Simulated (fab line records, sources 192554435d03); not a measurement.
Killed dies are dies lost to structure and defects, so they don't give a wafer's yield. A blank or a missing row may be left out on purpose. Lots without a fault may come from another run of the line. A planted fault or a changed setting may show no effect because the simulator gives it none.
A struck lot beside a sound one | flow n5_finfet | 39 steps out of a route of 1938
Sound: wafers L742.2, L742.4, L742.5. Struck: wafers L744.3, L744.4, L744.6. The cause comes at the end.
At each step with rows: each side's tool, then ch and its chambers, then its first start. Under that, the readings that differ: sound wafers | struck wafers | difference of the means | sigmas: that difference in standard deviations of wafers without a fault.
alike: readings whose means differ by less than 2 such deviations, and words and numbers that are the same on both sides. not compared: withheld readings, readings that some wafer has no value for, bounds like >300 that may hide the same value, and numbers for which the record gives no deviation and whose values overlap.
The two part at a step that has a row with sigmas, a row that says differs or no value, or rows on one side only. Numbers that don't overlap but have no deviation are shown without sigmas and don't part them. A reading that every wafer of one side lacks parts them only if that side has two wafers or more.

first, 11 steps without rows for these wafers: N5_BEOL_M1_STRIP_65 (strips in N2/H2); N5_BEOL_M1_STRIP_75 (strips in N2/H2); N5_BEOL_M1_STRIP_66 (strips in CF4); N5_BEOL_M1_HM_OPEN_17 (chemistry Cl2/BCl3, target TiN, target depth 20 nm, overetch 6 nm); N5_BEOL_M1_STRIP_19 (strips in O2); N5_BEOL_M1_COAT_67 (time 60 s, resist thk 60 nm); N5_BEOL_M1_COAT_68 (time 60 s, resist thk 12 nm); N5_BEOL_M1_COAT_76 (time 60 s, resist thk 5 nm); N5_BEOL_M1_COAT_22 (resist thk 30 nm); N5_BEOL_M1_EBR_24; N5_BEOL_M1_SOFTBAKE_23 (time 60 s).
N5_BEOL_M1_EXPOSE_25: exposes mask V0, defocus 5 nm, target cd 24 nm.
  sound on euv_scanner-01 ch 0, day 7 11:02; struck on euv_scanner-01 ch 0, day 7 19:14
  reading                         | sound          | struck         | difference | sigmas
  model.BEOL_M1.overlay_x_nm (nm) | -0.4 -0.4 -0.4 | 13.8 13.8 13.8 | +14.2      |
  alike: mask
then, 2 steps without rows for these wafers: N5_BEOL_M1_PEB_26 (peb time 60 s); N5_BEOL_M1_DEVELOP_27 (develop time 30 s).
N5_BEOL_M1_OVL_MEAS_29:
  sound on overlay-02 ch 0, day 7 11:12; struck on overlay-02 ch 0, day 7 19:24
  reading     | sound          | struck         | difference | sigmas
  V0_OVL (nm) | -1.1 -0.5 -1.1 | 14.5 14.2 13.7 | +15.0      | +22
then, 22 steps without rows for these wafers: N5_BEOL_M1_DESCUM_33 (chemistry O2, time 7 s); N5_BEOL_M1_ETCH_77 (etches underlayer in N2/H2, target depth 6.5 nm, time 5.2 s); N5_BEOL_M1_ETCH_69 (etches SiARC in CF4, target depth 15.6 nm, time 26 s); N5_BEOL_M1_ALD_98 (deposits SiO2, target thk 2.5 nm, pulse time 1 s, co reactant pulse time 1 s); N5_BEOL_M1_ETCHBACK_99 (etches SiO2 in CHF3, target depth 5 nm, time 10.4 s); N5_BEOL_M1_ETCH_70 (etches SOC in N2/H2, target depth 80 nm, overetch 16 nm, time 120 s); N5_BEOL_M1_STRIP_71 (strips in N2/H2); N5_BEOL_M1_STRIP_78 (strips in N2/H2); N5_BEOL_M1_VIA_ETCH_34 (etches the open film in C4F6/O2, target depth 67.8 nm, time 64.4 s); N5_BEOL_M1_STRIP_83 (strips in C4F6/O2); N5_BEOL_M1_STRIP_36 (strips in N2/H2); N5_BEOL_M1_TRENCH_ETCH_37 (etches SiOC in C4F6/O2, target depth 55.207 nm, time 29 s); N5_BEOL_M1_ETCH_41 (etches SiCN in CH3F/O2, target depth 31.9 nm, time 57.8 s); N5_BEOL_M1_STRIP_97 (strips in N2/H2, time 10 s); N5_BEOL_M1_HM_STRIP_39 (strips TiN in peroxide tin strip, target depth 25 nm, time 158 s); N5_BEOL_M1_SRD_40 (time 30 s); N5_BEOL_M1_PRECLEAN_42 (cleans in residue remover, time 60 s); N5_BEOL_M1_SRD_43 (time 30 s); N5_BEOL_M1_DEGAS_44 (time 60 s); N5_BEOL_M1_PRE_CLEAN_45 (time 30 s); N5_BEOL_M1_ALD_84 (deposits TaN, pulse time 2 s, purge time 3 s, co reactant purge time 2 s); N5_BEOL_M1_SURFACE_TREAT_85.
-- the record jumps here: 3 days lie between the struck wafers' starts before and after (it left off in module BEOL_M1 and takes up again in module BEOL_M4, whose first step shown is number 1111 of the route) --
N5_BEOL_M4_RC_MEAS_101:
  sound on prober-01 ch 0, day 10 22:37; struck on prober-01 ch 0, day 11 01:41
  alike: DIBL_N, DIBL_P, IOFF_N, IOFF_P, ION_N, ION_P, SS_N, SS_P, VT_N, VT_P
-- the record jumps here: 4 days lie between the struck wafers' starts before and after (it left off in module BEOL_M4 and takes up again in module PASSIVATION, whose first step shown is number 1936 of the route) --
N5_PASSIVATION_PROBE_49:
  sound on prober-01, day 15 00:36; struck on prober-01, day 15 05:30
  reading                  | sound          | struck         | difference | sigmas
  defect_limited_yield (%) | 91.6 92.6 91.5 | 0 0 0          | -92        | -66
  killed_at_M0_to_M3       | 51 30 41       | 1106 1112 1122 | +1073      | +99 or more
  killed_dies              | 99 87 100      | 1180 1180 1180 | +1085      | +68
  killed_on_rim            | 13 11 12       | 152 152 152    | +140       | +33
  sort_bin_5_function (%)  | 4.9 4.3 4.8    | 49.0 50.0 47.5 | +44.2      | +49
  sort_n_pass              | 1081 1093 1080 | 0 0 0          | -1085      | -64
  sort_yield_pct (%)       | 91.6 92.6 91.5 | 0 0 0          | -92        | -66
  alike: killed_at_M4_up, killed_at_contacts, killed_at_front_end, killed_at_other, killed_open, killed_short, sort_bin_6_memory

WHERE THEY PART
First at N5_BEOL_M1_OVL_MEAS_29; last, within this record, at N5_PASSIVATION_PROBE_49.

WHY: what the simulator had put in
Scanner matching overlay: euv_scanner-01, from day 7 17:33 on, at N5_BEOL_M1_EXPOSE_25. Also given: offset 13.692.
